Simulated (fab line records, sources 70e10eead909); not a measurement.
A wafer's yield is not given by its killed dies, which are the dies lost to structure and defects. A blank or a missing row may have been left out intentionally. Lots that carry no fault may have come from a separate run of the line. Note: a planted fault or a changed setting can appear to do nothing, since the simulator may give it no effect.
Chamber matching / flow nandHarc / NHARC_A_CONTACT_ETCH_90 on rieDiel-11 has 4 sister chambers
The step etches the open film in CH3F/O2, target depth 40 nm, time 85.7 s. 4 wafers are shown with their chamber, then 7 later ones without.

== WAFERS WITH THEIR CHAMBER ==
wafer=L088.2; chamber=0; drypumpMotorCurrentA (A)=5.3
wafer=L088.6; chamber=3; drypumpMotorCurrentA (A)=6.3
wafer=L089.2; chamber=1; drypumpMotorCurrentA (A)=6.4
wafer=L089.3; chamber=2; drypumpMotorCurrentA (A)=5.6

== WAFERS MISSING THEIR CHAMBER ==
wafer=L089.4; drypumpMotorCurrentA (A)=6.3
wafer=L090.4; drypumpMotorCurrentA (A)=6.3
wafer=L090.5; drypumpMotorCurrentA (A)=5.6
wafer=L090.6; drypumpMotorCurrentA (A)=6.3
wafer=L095.1; drypumpMotorCurrentA (A)=6.3
wafer=L095.4; drypumpMotorCurrentA (A)=5.5
wafer=L095.5; drypumpMotorCurrentA (A)=6.3

== THE CHAMBER EACH PASSED THROUGH ==
wafer=L089.4; from the rows above=3; in truth=3
wafer=L090.4; from the rows above=3; in truth=3
wafer=L090.5; from the rows above=2; in truth=2
wafer=L090.6; from the rows above=3; in truth=3
wafer=L095.1; from the rows above=3; in truth=3
wafer=L095.4; from the rows above=2; in truth=2
wafer=L095.5; from the rows above=3; in truth=3
7 of 7 placed correctly. From these rows, 0 cannot be placed. Placed wrongly: 0.
How it was worked out, from the rows above alone: a wafer's distance from a chamber is the root of the sum, over the readings, of the square of ((its reading less the chamber's mean) divided by the reading's scatter). If the next closest chamber is less than 2 further off than the closest, the wafer can't be placed; otherwise it belongs to the closest. A chamber's mean is the mean of its shown wafers. The scatter: root of mean squared gap, hidden wafer to nearest shown wafer, with one shown wafer a chamber.
